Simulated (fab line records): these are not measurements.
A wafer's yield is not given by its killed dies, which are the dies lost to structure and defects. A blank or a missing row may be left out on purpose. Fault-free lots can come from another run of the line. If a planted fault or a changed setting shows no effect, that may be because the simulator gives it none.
Split-lot experiment + flow n5 finfet + 39 wafers read from 7 lots, route of 1938 steps

== THE SPLIT ITSELF ==
At N5_MOL_CONTACT_COAG_ETCH_47 (etches SiNx in CH3F/O2, stops on W, target depth 27 nm), the setting source w was moved away from the recipe's 395 W on 9 of the 39 wafers read, by -11.5% to +10.1%. The other wafers ran this setting at the recipe's value.

The reading comes from the split's own step.

== THE READING ==
rf vpp V, in V, at N5_MOL_CONTACT_COAG_ETCH_47 (etches SiNx in CH3F/O2, stops on W, target depth 27 nm). A value of 298 V with a standard deviation of 3.4 V is what fault-free wafers of this fab line usually give.

| wafer  | tool, chamber at the split | source w as run, W | against the recipe | rf vpp V, V | against lot-mates on the recipe |
|--------|----------------------------|--------------------|--------------------|-------------|---------------------------------|
| L074.1 | rie diel-03, 1             | 395                | recipe             | 302         | -                               |
| L074.2 | rie diel-03, 3             | 395                | recipe             | 299         | -                               |
| L074.3 | rie diel-03, 0             | 349.7              | -11.5%             | 315         | +16                             |
| L074.4 | rie diel-03, 1             | 349.7              | -11.5%             | 318         | +19                             |
| L074.5 | rie diel-03, 0             | 395                | recipe             | 297         | -                               |
| L074.6 | rie diel-03, 3             | 349.7              | -11.5%             | 318         | +19                             |
| L076.1 | rie diel-04, 2             | 395                | recipe             | 295         | -                               |
| L076.2 | rie diel-04, 1             | 395                | recipe             | 300         | -                               |
| L076.3 | rie diel-04, 3             | 395                | recipe             | 294         | -                               |
| L076.4 | rie diel-04, 0             | 395                | recipe             | 305         | -                               |
| L076.5 | rie diel-04, 3             | 395                | recipe             | 294         | -                               |
| L076.6 | rie diel-04, 0             | 395                | recipe             | 304         | -                               |
| L086.1 | rie diel-04, 3             | 395                | recipe             | 294         | -                               |
| L086.2 | rie diel-04, 0             | 395                | recipe             | 305         | -                               |
| L086.3 | rie diel-04, 1             | 395                | recipe             | 299         | -                               |
| L086.4 | rie diel-04, 2             | 395                | recipe             | 293         | -                               |
| L086.5 | rie diel-04, 0             | 395                | recipe             | 305         | -                               |
| L086.6 | rie diel-04, 3             | 395                | recipe             | 294         | -                               |
| L085.1 | rie diel-01, 2             | 395                | recipe             | 298         | -                               |
| L085.2 | rie diel-01, 0             | 395                | recipe             | 298         | -                               |
| L085.3 | rie diel-01, 1             | 395                | recipe             | 302         | -                               |
| L085.4 | rie diel-01, 3             | 395                | recipe             | 295         | -                               |
| L085.5 | rie diel-01, 0             | 395                | recipe             | 299         | -                               |
| L085.6 | rie diel-01, 3             | 395                | recipe             | 295         | -                               |
| L090.2 | rie diel-03, 1             | 395                | recipe             | 301         | -                               |
| L090.3 | rie diel-03, 2             | 395                | recipe             | 294         | -                               |
| L090.5 | rie diel-03, 1             | 395                | recipe             | 299         | -                               |
| L095.1 | rie diel-04, 3             | 395                | recipe             | 299         | -                               |
| L095.2 | rie diel-04, 2             | 434.9              | +10.1%             | 281         | -20                             |
| L095.3 | rie diel-04, 0             | 395                | recipe             | 304         | -                               |
| L095.4 | rie diel-04, 1             | 395                | recipe             | 299         | -                               |
| L095.5 | rie diel-04, 3             | 434.9              | +10.1%             | 286         | -15                             |
| L095.6 | rie diel-04, 2             | 434.9              | +10.1%             | 282         | -19                             |
| L097.1 | rie diel-01, 0             | 355.3              | -10.1%             | 312         | +14                             |
| L097.2 | rie diel-01, 2             | 355.3              | -10.1%             | 315         | +17                             |
| L097.3 | rie diel-01, 3             | 395                | recipe             | 294         | -                               |
| L097.4 | rie diel-01, 1             | 395                | recipe             | 305         | -                               |
| L097.5 | rie diel-01, 2             | 355.3              | -10.1%             | 316         | +18                             |
| L097.6 | rie diel-01, 3             | 395                | recipe             | 294         | -                               |

FIT RESULTS
A straight line over all 39 wafers: rf vpp V changes by -1.57 V for each +1% of source w; r = -0.91; the points scatter about the line by 3.7 V.
The same after taking each lot's own level away (the mean of its wafers on the recipe; 39 wafers): -1.65 V for each +1%; r = -0.92; scatter 3.6 V.
On that fit, the largest move of source w shifts the reading by 19 V.
Measured against the standard deviation above, the lots' own levels, which go from 297.7 to 300.7 V, span 0.9 times it.
Consequently the slope shifts little with the lot-to-lot level, the two slopes agreeing.
Check: with one of the wafers moved furthest among these (-11.5%) left out of the fit, the line predicts +19.2 V for it against its lot-mates. It came out at +15.7 V against them.
Tool readings at the split's step, against how far the setting was moved: rf vpp V r = -0.91.

== OTHER SPLITS APPLIED TO THESE WAFERS ==
Note: prior to the reading, these wafers also went through further splits. Each is held against what the fit with the lots' levels taken away leaves over:
| other split on the same wafers       | wafers away from the commonest value | r with rf vpp V (lot level and that fit taken away) |
|--------------------------------------|--------------------------------------|-----------------------------------------------------|
| N5_HKMG_FIN_CVD_62 target thk a      | 12                                   | +0.06                                               |
| N5_GATE_CUT_ETCH_56 target depth a   | 12                                   | -0.04                                               |
| N5_GATE_CUT_HM_DEP_46 time s         | 18                                   | +0.24                                               |
| N5_GATE_CUT_EXPOSE_10 dose mj        | 9                                    | +0.03                                               |
| N5_MOL_CONTACT_COAG_ETCH_15 source w | 18                                   | +0.01                                               |

== FILE'S OWN FIT ==
rf vpp V changes by -1.64 V for each +1% of source w, r = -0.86.
